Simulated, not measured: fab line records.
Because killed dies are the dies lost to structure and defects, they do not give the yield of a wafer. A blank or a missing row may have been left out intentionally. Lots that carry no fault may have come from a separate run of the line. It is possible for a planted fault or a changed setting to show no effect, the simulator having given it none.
Split-lot study / flow n5Finfet / on a route of 1938 steps: 7 lots, 21 wafers read

ABOUT THE SPLIT
At N5_BEOL_M3_COAT_67 (time 60 s, resist thk 60 nm), the setting spinRpm was moved away from the recipe's 1500 rpm on 5 of the 21 wafers read, by -9.8% to +3.2%. This setting was run at the recipe's value on the other wafers.

FROM THE SPLIT TO THE READING: what the file shows between them, 9 steps
- N5_BEOL_M3_EXPOSE_25: exposes mask V2, defocus 5 nm (also split here: doseMj)
- N5_BEOL_M3_PEB_26: peb time 60 s
- N5_BEOL_M3_DEVELOP_27: develop time 30 s
- N5_BEOL_M3_CD_MEAS_28: target cd 25.7 nm, target cd y 23.3 nm
- N5_BEOL_M3_ALD_98: deposits SiO2, target thk 2.5 nm, pulse time 1 s, co reactant pulse time 1 s
- N5_BEOL_M3_ETCHBACK_99: etches SiO2 in CHF3, target depth 5 nm, time 10.4 s
- N5_BEOL_M3_ETCH_70: etches SOC in N2/H2, target depth 80 nm, overetch 16 nm, time 120 s
- N5_BEOL_M3_STRIP_71: strips in N2/H2
- N5_BEOL_M3_STRIP_78: strips in N2/H2

THE READING
SOC_of_BEOL_M3_COAT_67.thkNm (the simulator's own value, which no gauge read), in nm, at N5_BEOL_M3_VIA_ETCH_34 (etches the open film in C4F6/O2, target depth 69.4 nm, time 65.9 s). The file gives no usual value for it. Here, 16 wafers ran the recipe; their average is 51.9 nm with a standard deviation of 0.4 nm.

wafer=L078.2; tool, chamber at the split=lithoTrack-05, 0; spinRpm as run, rpm=1500; against the recipe=recipe; SOC_of_BEOL_M3_COAT_67.thkNm, nm=52; against lot-mates on the recipe=-
wafer=L078.4; tool, chamber at the split=lithoTrack-05, 0; spinRpm as run, rpm=1500; against the recipe=recipe; SOC_of_BEOL_M3_COAT_67.thkNm, nm=52; against lot-mates on the recipe=-
wafer=L078.5; tool, chamber at the split=lithoTrack-05, 0; spinRpm as run, rpm=1353; against the recipe=-9.8%; SOC_of_BEOL_M3_COAT_67.thkNm, nm=55.4; against lot-mates on the recipe=+3.4
wafer=L087.2; tool, chamber at the split=lithoTrack-05, 0; spinRpm as run, rpm=1381; against the recipe=-7.9%; SOC_of_BEOL_M3_COAT_67.thkNm, nm=55.2; against lot-mates on the recipe=+2.6
wafer=L087.5; tool, chamber at the split=lithoTrack-05, 0; spinRpm as run, rpm=1500; against the recipe=recipe; SOC_of_BEOL_M3_COAT_67.thkNm, nm=52.6; against lot-mates on the recipe=-
wafer=L087.6; tool, chamber at the split=lithoTrack-05, 0; spinRpm as run, rpm=1500; against the recipe=recipe; SOC_of_BEOL_M3_COAT_67.thkNm, nm=52.6; against lot-mates on the recipe=-
wafer=L088.1; tool, chamber at the split=lithoTrack-03, 0; spinRpm as run, rpm=1423; against the recipe=-5.1%; SOC_of_BEOL_M3_COAT_67.thkNm, nm=53.4; against lot-mates on the recipe=+1.2
wafer=L088.2; tool, chamber at the split=lithoTrack-03, 0; spinRpm as run, rpm=1423; against the recipe=-5.1%; SOC_of_BEOL_M3_COAT_67.thkNm, nm=53.6; against lot-mates on the recipe=+1.4
wafer=L088.6; tool, chamber at the split=lithoTrack-03, 0; spinRpm as run, rpm=1500; against the recipe=recipe; SOC_of_BEOL_M3_COAT_67.thkNm, nm=52.2; against lot-mates on the recipe=-
wafer=L090.2; tool, chamber at the split=lithoTrack-01, 0; spinRpm as run, rpm=1500; against the recipe=recipe; SOC_of_BEOL_M3_COAT_67.thkNm, nm=51.8; against lot-mates on the recipe=-
wafer=L090.3; tool, chamber at the split=lithoTrack-01, 0; spinRpm as run, rpm=1500; against the recipe=recipe; SOC_of_BEOL_M3_COAT_67.thkNm, nm=51.6; against lot-mates on the recipe=-
wafer=L090.5; tool, chamber at the split=lithoTrack-01, 0; spinRpm as run, rpm=1500; against the recipe=recipe; SOC_of_BEOL_M3_COAT_67.thkNm, nm=51.2; against lot-mates on the recipe=-
wafer=L095.2; tool, chamber at the split=lithoTrack-01, 0; spinRpm as run, rpm=1500; against the recipe=recipe; SOC_of_BEOL_M3_COAT_67.thkNm, nm=52.4; against lot-mates on the recipe=-
wafer=L095.3; tool, chamber at the split=lithoTrack-01, 0; spinRpm as run, rpm=1548; against the recipe=+3.2%; SOC_of_BEOL_M3_COAT_67.thkNm, nm=51; against lot-mates on the recipe=-1.2
wafer=L095.5; tool, chamber at the split=lithoTrack-01, 0; spinRpm as run, rpm=1500; against the recipe=recipe; SOC_of_BEOL_M3_COAT_67.thkNm, nm=52; against lot-mates on the recipe=-
wafer=L096.1; tool, chamber at the split=lithoTrack-03, 0; spinRpm as run, rpm=1500; against the recipe=recipe; SOC_of_BEOL_M3_COAT_67.thkNm, nm=52; against lot-mates on the recipe=-
wafer=L096.2; tool, chamber at the split=lithoTrack-03, 0; spinRpm as run, rpm=1500; against the recipe=recipe; SOC_of_BEOL_M3_COAT_67.thkNm, nm=51.8; against lot-mates on the recipe=-
wafer=L096.6; tool, chamber at the split=lithoTrack-03, 0; spinRpm as run, rpm=1500; against the recipe=recipe; SOC_of_BEOL_M3_COAT_67.thkNm, nm=51.8; against lot-mates on the recipe=-
wafer=L097.3; tool, chamber at the split=lithoTrack-01, 0; spinRpm as run, rpm=1500; against the recipe=recipe; SOC_of_BEOL_M3_COAT_67.thkNm, nm=51.4; against lot-mates on the recipe=-
wafer=L097.5; tool, chamber at the split=lithoTrack-01, 0; spinRpm as run, rpm=1500; against the recipe=recipe; SOC_of_BEOL_M3_COAT_67.thkNm, nm=51.4; against lot-mates on the recipe=-
wafer=L097.4; tool, chamber at the split=lithoTrack-01, 0; spinRpm as run, rpm=1500; against the recipe=recipe; SOC_of_BEOL_M3_COAT_67.thkNm, nm=51.6; against lot-mates on the recipe=-

THE FIT
A straight line over all 21 wafers: SOC_of_BEOL_M3_COAT_67.thkNm changes by -0.358 nm for each +1% of spinRpm; r = -0.95; the points scatter about the line by 0.39 nm.
The same after taking each lot's own level away (the mean of its wafers on the recipe; 21 wafers): -0.324 nm for each +1%; r = -0.98; scatter 0.19 nm.
According to that fit, moving spinRpm by its largest amount changes the reading by 3.2 nm.
The span of the lots' own levels, 51.47 to 52.60 nm, comes to 2.8 times the standard deviation stated above.
Thus the slope moves with the lot-to-lot level: the two fits are different.
Check: with one of the wafers moved furthest among these (-9.8%) left out of the fit, the line predicts +2.95 nm for it against its lot-mates. Against them it came out at +3.4 nm.

OTHER SPLITS ON THESE WAFERS
Before the reading, these wafers also passed through other splits. Each is held against what the fit with the lots' levels taken away leaves over:
other split on the same wafers=N5_BEOL_M0_SAQP_EXPOSE_11 doseMj; wafers away from the commonest value=9; r with SOC_of_BEOL_M3_COAT_67.thkNm (lot level and that fit taken away)=+0.29
other split on the same wafers=N5_BEOL_M0_SAQP_SPACER1_ALD_98 aldCycles; wafers away from the commonest value=6; r with SOC_of_BEOL_M3_COAT_67.thkNm (lot level and that fit taken away)=-0.01
other split on the same wafers=N5_BEOL_M1_EXPOSE_25 doseMj; wafers away from the commonest value=10; r with SOC_of_BEOL_M3_COAT_67.thkNm (lot level and that fit taken away)=-0.13
other split on the same wafers=N5_BEOL_M2_VIA_ETCH_34 timeS; wafers away from the commonest value=9; r with SOC_of_BEOL_M3_COAT_67.thkNm (lot level and that fit taken away)=+0.01
other split on the same wafers=N5_BEOL_M3_EXPOSE_25 doseMj; wafers away from the commonest value=6; r with SOC_of_BEOL_M3_COAT_67.thkNm (lot level and that fit taken away)=-0.31

THE WHOLE CHAIN: every reading that the file lists as answering this split, in the file's order
step=N5_BEOL_M3_COAT_67; what it does=time 60 s, resist thk 60 nm; reading=SOC_of_BEOL_M3_COAT_67.thkNm (the simulator's own value, which no gauge read); change (the file's fit)=-0.324 nm for each +1% of the setting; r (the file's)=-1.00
step=N5_BEOL_M3_ETCH_70; what it does=etches SOC in N2/H2, target depth 80 nm, overetch 16 nm, time 120 s; reading=etch.depthNm (the simulator's own value, which no gauge read); change (the file's fit)=-0.321 nm for each +1% of the setting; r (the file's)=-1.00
step=N5_BEOL_M3_VIA_ETCH_34; what it does=etches the open film in C4F6/O2, target depth 69.4 nm, time 65.9 s; reading=SOC_of_BEOL_M3_COAT_67.thkNm (the simulator's own value, which no gauge read); change (the file's fit)=-0.33 nm for each +1% of the setting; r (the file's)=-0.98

FILE'S OWN FIT
SOC_of_BEOL_M3_COAT_67.thkNm changes by -0.33 nm for each +1% of spinRpm, r = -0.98.
